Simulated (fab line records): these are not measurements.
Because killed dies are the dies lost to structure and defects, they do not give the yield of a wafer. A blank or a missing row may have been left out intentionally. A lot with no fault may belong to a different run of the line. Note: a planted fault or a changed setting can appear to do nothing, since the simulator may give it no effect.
fab line records	flow nand_harc
[record] lots = 13	wafers = 37	last_day = 33
route steps=1302 shown A_STAIRCASE@819
lots that met no fault: from a run of the same line without faults
start_h: start of the lot's first displayed wafer, in hours after the record's first day	wait_h: hours from the lot's prior step to this one	" unchanged from the row above	L1.1+2: a single row standing in for several wafers	- no value present, or no start provided	* or withheld: withheld	< > ~ a bound
route shown NAME@n: a module of which the file shows steps, and the number in the route of the first	usual: mean/standard deviation taken from wafers without a fault	same: alike in all rows	chamber/n: place in a boat	sites: the reading at each site	_std_site: how widely they spread, as a standard deviation	_edge_site: outer sites' mean less inner sites'	radius_mm: how far each site lies from the wafer's centre	mask NAME#n: copy n	behind: the most recent tool/chamber to have shaped the wafer	hold: cause of the lot's hold/its duration in hours/its outcome	device: names the non-switching transistor (n, p or np)	end of line: at the end of the route, the tests of the same wafers	for a step that has no rows: nothing shown but its recipe	killed: dies lost to structure and defects at the first sort, not the wafer's yield	map: shows each die of a wafer: x if killed, . if not, _ if none is there
set.NAME: the setting as run; set.NAME@STEP: as run at that earlier step	model.NAME: the simulator's own value behind a step, which no gauge read
steps of the route over a sample of lots; a table a step, a row a wafer
services: the hour from which a tool's chamber was out of use, counted from the record's first day as start_h (under 0 if before that day), plus the number of hours and why
[[steps]]
[step NHARC_A_STAIRCASE_DEP_301]
[recipe] target_thk_a = 300	target_thk_nm = 30	temp_c = 400	pressure_torr = 3.5	flow_sccm = 200	rf_w = 350	material = SiON
[usual] chamber_pressure_Torr = 3.501/0.0072	heater_power_w = 742/120
lot.wafer	tool	chamber	start_h	wait_h	chamber_pressure_Torr	heater_power_w
L584.3	pecvd-04	0	386.58	1.0	3.495	762
L584.2	"	1	"	"	3.512	579
L584.6	"	0	"	"	3.493	764
L585.2	pecvd-03	0	389.37	1.3	3.495	964
L585.4	"	1	"	"	3.491	915
L585.5	"	2	"	"	3.498	766
L588.1	pecvd-03	0	413.66	1.5	3.502	979
L588.2	"	1	"	"	3.503	870
L588.4	"	1	"	"	3.504	874
L586.2	pecvd-04	1	418.28	1.3	3.504	595
L586.5	"	1	"	"	3.505	584
L586.6	"	2	"	"	3.507	665
L590.3	pecvd-04	0	449.33	0.9	3.502	713
L590.6	"	0	"	"	3.497	717
L590.5	"	2	"	"	3.495	620
L595.3	pecvd-02	0	500.57	1.0	3.494	718
L596.2	pecvd-04	0	509.91	1.3	3.500	654
L596.6	"	2	"	"	3.495	667
L596.5	"	0	"	"	3.488	634
L598.2	pecvd-02	1	537.26	1.3	3.500	728
L598.5	"	2	"	"	3.518	712
L598.4	"	1	"	"	3.493	755
L601.2	pecvd-04	1	550.86	1.5	3.499	601
L601.3	"	1	"	"	3.505	608
L601.4	"	1	"	"	3.511	616
L600.3	pecvd-02	1	551.32	1.1	3.507	736
L600.1	"	2	"	"	3.501	813
L600.2	"	0	"	"	3.519	741
L602.1	pecvd-02	0	554.96	1.6	3.497	726
L602.2	"	1	"	"	3.486	755
L602.5	"	1	"	"	3.504	721
L603.2	pecvd-03	2	571.79	1.4	3.514	821
L603.3	"	0	"	"	3.498	1039
L603.4	"	2	"	"	3.509	809
L607.2	pecvd-02	1	622.08	1.2	3.509	665
L607.1	"	0	"	"	3.504	740
L607.5	"	2	"	"	3.502	848
[step NHARC_A_STAIRCASE_ALD_415]
[recipe] target_thk_a = 300	pulse_time_s = 6	ald_cycles = 300	temp_c = 300	material = SiO2
[usual] ald_cycles = 300/0	heater_power_w = 451/57	precursor_pulse_height_rel = 1.000/0.019
lot.wafer	tool	chamber	start_h	wait_h	ald_cycles	heater_power_w	precursor_pulse_height_rel
L584.3	ald_hk-03	3	390.51	0.3	300	503	1.037
L584.2	"	1	"	"	300	423	0.959
L584.6	"	2	"	"	300	383	1.003
L585.2	ald_hk-04	2	392.05	0.1	300	378	1.010
L585.4	"	1	393.43	1.4	300	503	0.996
L585.5	"	2	"	"	300	372	0.995
L588.1	ald_hk-02	1	416.66	0.3	300	490	1.021
L588.2	"	2	"	"	300	446	1.009
L588.4	"	3	"	"	300	432	1.013
L586.2	ald_hk-03	3	421.68	0.8	300	478	1.004
L586.6	"	0	"	"	300	441	1.003
L586.5	"	1	"	"	300	399	1.008
L590.3	ald_hk-02	0	452.04	0.1	300	570	1.003
L590.5	"	0	"	"	300	580	1.042
L590.6	"	1	"	"	300	486	0.977
L595.3	ald_hk-02	2	504.48	0.8	358	462	0.994
L596.2	ald_hk-04	0	512.83	0.3	300	407	1.001
L596.5	"	3	"	"	300	466	0.982
L596.6	"	0	"	"	300	400	1.015
L598.2	ald_hk-04	1	540.30	0.1	300	506	0.974
L598.4	"	2	"	"	300	375	1.001
L598.5	"	1	"	"	300	507	1.002
L601.4	ald_hk-03	3	554.30	0.1	300	496	1.037
L601.2	"	0	"	"	300	460	1.026
L601.3	"	2	"	"	300	379	0.999
L600.1	ald_hk-03	0	555.68	0.7	300	443	1.003
L600.3	"	2	"	"	300	373	1.014
L600.2	"	3	"	"	300	488	1.008
L602.2	ald_hk-04	3	558.40	0.3	300	466	1.002
L602.1	"	0	"	"	300	410	0.964
L602.5	"	3	"	"	300	483	1.032
L603.2	ald_hk-04	0	574.52	0.1	300	417	0.983
L603.3	"	1	"	"	300	505	0.988
L603.4	"	3	"	"	300	473	1.017
L607.2	ald_hk-03	3	625.04	0.3	300	473	1.006
L607.1	"	1	"	"	300	430	1.015
L607.5	"	2	"	"	300	372	0.976
[step NHARC_A_STAIRCASE_STRIP_476]
[recipe] time_s = 20	o2_flow_sccm = 500	ar_flow_sccm = 0	bias_w = 0	chemistry = O2
[usual] chamber_pressure_mTorr = 60.01/0.061	drypump_motor_current_A = 5.7/0.37	oes_product_au = 1.002/0.0076	rf_vpp_V = 57.6/0.83	showerhead_plenum_p_Torr = 3.45/0.11	throttle_valve_pct = 17.036/0.0086
lot.wafer	tool	chamber	start_h	wait_h	chamber_pressure_mTorr	drypump_motor_current_A	oes_product_au	rf_hours_counter_h	rf_vpp_V	showerhead_plenum_p_Torr	throttle_valve_pct
L584.2	rie_diel-01	3	392.45	0.1	59.89	5.3	1.015	0	55.7	3.35	17.034
L584.3	"	0	"	"	59.97	5.7	1.011	0	57.4	3.47	17.047
L584.6	"	2	"	"	59.98	6.0	1.006	-	56.5	3.34	17.041
L585.4	rie_diel-06	2	395.59	0.1	60.03	5.1	0.993	38	57.9	3.55	17.041
L585.2	"	0	"	"	59.97	5.7	1.001	36	57.7	3.47	17.019
L585.5	"	2	"	"	59.92	5.1	1.001	-	57.5	3.55	17.053
L588.2	rie_diel-09	2	418.59	0.1	60.04	5.8	1.005	36	57.6	3.53	17.048
L588.1	"	3	"	"	59.95	5.8	0.990	25	58.8	3.60	17.044
L588.4	"	1	"	"	59.90	6.2	0.987	34	56.7	3.38	17.049
L586.2	rie_diel-09	2	423.17	0.1	60.09	5.8	0.987	36	58.3	3.53	17.022
L586.6	"	0	"	"	60.10	5.7	1.004	-	58.3	3.36	17.043
L586.5	"	1	"	"	60.11	6.2	0.992	-	56.6	3.38	17.025
L590.3	rie_diel-01	2	454.21	0.1	60.02	5.9	1.006	18	57.3	3.33	17.042
L590.6	"	3	"	"	60.00	5.3	1.007	-	57.9	3.34	17.052
L590.5	"	0	"	"	59.98	5.7	0.990	-	57.4	3.46	17.040
L595.3	rie_diel-01	3	506.47	0.6	59.98	5.3	1.006	37	57.3	3.33	17.039
L596.2	rie_diel-01	0	514.77	0.1	59.99	5.7	0.990	40	58.1	3.45	17.042
L596.6	"	0	"	"	59.92	5.7	0.991	-	57.7	3.45	17.045
L596.5	"	1	"	"	59.98	4.8	1.002	-	58.1	3.59	17.034
L598.2	rie_diel-01	3	542.48	0.1	59.92	5.2	1.004	47	57.1	3.33	17.041
L598.4	"	1	"	"	60.01	4.8	0.997	48	58.8	3.58	17.051
L598.5	"	3	"	"	59.99	5.2	0.996	-	56.3	3.33	17.032
L601.3	rie_diel-06	1	556.48	0.1	60.06	5.8	1.013	23	58.2	3.59	17.034
L601.2	"	0	"	"	59.99	5.7	1.012	24	57.5	3.44	17.031
L601.4	"	1	"	"	59.92	5.8	1.002	-	58.5	3.59	17.033
L600.3	rie_diel-06	3	557.88	0.1	59.99	5.9	1.013	19	56.3	3.36	17.027
L600.2	"	0	"	"	60.00	5.8	1.003	24	58.2	3.44	17.033
L600.1	"	1	"	"	59.89	5.8	1.012	23	58.0	3.59	17.038
L602.2	rie_diel-06	3	560.36	0.1	60.08	5.9	1.001	19	56.8	3.36	17.044
L602.1	"	1	"	"	60.07	5.8	1.005	23	57.1	3.59	17.047
L602.5	"	3	"	"	60.02	5.9	1.007	-	58.6	3.36	17.019
L603.3	rie_diel-09	0	576.69	0.1	60.00	5.7	0.994	30	56.9	3.33	17.039
L603.2	"	1	"	"	60.01	6.2	1.008	29	56.2	3.35	17.048
L603.4	"	3	"	"	59.99	5.8	0.997	26	58.0	3.57	17.047
L607.1	rie_diel-09	2	626.96	0.1	60.01	5.9	0.997	40	57.6	3.50	17.054
L607.2	"	0	"	"	60.10	5.7	1.009	46	59.1	3.32	17.039
L607.5	"	1	"	"	59.91	6.2	1.002	-	56.1	3.34	17.042
[step NHARC_A_STAIRCASE_DEP_151]
[recipe] target_thk_a = 72000	temp_c = 400	target_thk_nm = 7200	teos_flow_sccm = 200	rf_w = 500	material = SiO2
[usual] heater_power_w = 643/98
lot.wafer	tool	chamber	start_h	wait_h	heater_power_w
L584.2	pecvd-04	1	410.04	0.4	583
L584.3	"	0	"	"	654
L584.6	"	0	"	"	579
L585.2	pecvd-03	0	410.05	0.4	969
L585.5	"	1	"	"	672
L585.4	"	2	"	"	639
L588.2	pecvd-02	0	429.93	0.4	766
L588.1	"	2	"	"	727
L588.4	"	0	"	"	619
L586.2	pecvd-04	0	430.12	0.6	708
L586.6	"	2	"	"	492
L586.5	"	0	"	"	573
L590.3	pecvd-04	1	465.25	0.6	679
L590.5	"	2	"	"	546
L590.6	"	0	"	"	512
L595.3	pecvd-04	0	517.50	0.5	582
L596.2	pecvd-04	0	523.98	0.4	604
L596.6	"	0	"	"	513
L596.5	"	1	"	"	527
L598.2	pecvd-02	2	551.68	0.7	705
L598.5	"	1	"	"	571
L598.4	"	2	"	"	654
L602.2	pecvd-03	1	571.19	0.4	712
L602.1	"	0	"	"	952
L602.5	"	2	"	"	653
L600.2	pecvd-04	1	571.19	0.4	672
L600.3	"	2	"	"	624
L600.1	"	0	"	"	576
L601.2	pecvd-02	1	571.28	0.5	578
L601.3	"	2	"	"	691
L601.4	"	1	"	"	565
L603.3	pecvd-04	1	587.63	0.4	686
L603.2	"	2	"	"	629
L603.4	"	0	"	"	506
L607.1	pecvd-02	1	637.87	0.4	605
L607.2	"	2	"	"	741
L607.5	"	0	"	"	626
[[services]]
tool	chamber	start_h	hours	kind
pecvd-03	-	366.29	13.0	pm
rie_diel-09	0	380.91	7.5	repair
rie_diel-01	-	381.23	9.0	pm
pecvd-04	-	386.72	1.5	repair
pecvd-02	-	409.59	13.0	pm
rie_diel-06	0	421.50	4.5	repair
pecvd-04	-	450.20	13.0	pm
rie_diel-09	2	450.40	4.0	repair
rie_diel-09	0	452.41	12.4	repair
ald_hk-03	-	462.55	2.2	repair
pecvd-04	-	497.38	1.6	repair
pecvd-03	-	511.44	0.8	repair
rie_diel-01	0	534.48	5.9	repair
pecvd-04	0	540.41	10.6	repair
pecvd-04	2	546.45	4.9	repair
pecvd-03	-	547.29	13.0	pm
rie_diel-01	3	553.19	17.0	repair
rie_diel-01	-	558.35	9.0	pm
ald_hk-03	-	572.72	10.0	pm
rie_diel-01	3	573.93	2.5	repair
pecvd-02	-	590.85	13.0	pm
rie_diel-01	-	607.45	0.6	repair
ald_hk-04	-	610.32	10.0	pm
pecvd-04	-	631.20	13.0	pm
[[key]]
[first_sign] step = NHARC_A_STAIRCASE_ALD_415	reading = ald_cycles	direction = up	sigmas = 99+	usual = 300	struck = 358
effect none on later readings
met_at NHARC_A_STAIRCASE_ALD_415
struck_lots L595
struck_wafers L595.3
sort_left_out L595.3
tester_left_out L595
not_acting_at NHARC_A_STAIRCASE_DEP_301,NHARC_A_STAIRCASE_STRIP_476,NHARC_A_STAIRCASE_DEP_151
onset_between 416.66 504.48
[fault] kind = process_parameter_drift	tool = ald_hk-02	chamber = 2	onset_h = 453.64	steps = NHARC_A_STAIRCASE_ALD_415	channel = ald_cycles	offset = 58	shape = step	acts_in = these_recipes_only	stated = 300
// tester_left_out: of these lots the tester's yield and bins aren't shown, on N5 and GAA mostly nor the transistor test; their killed dies are dies lost to structure and defects alone, not to doping, threshold or leakage, so they don't give the yield
// sort_left_out: the simulated sort isn't trusted on such a fault, so these wafers' sort isn't shown, and their yield isn't known
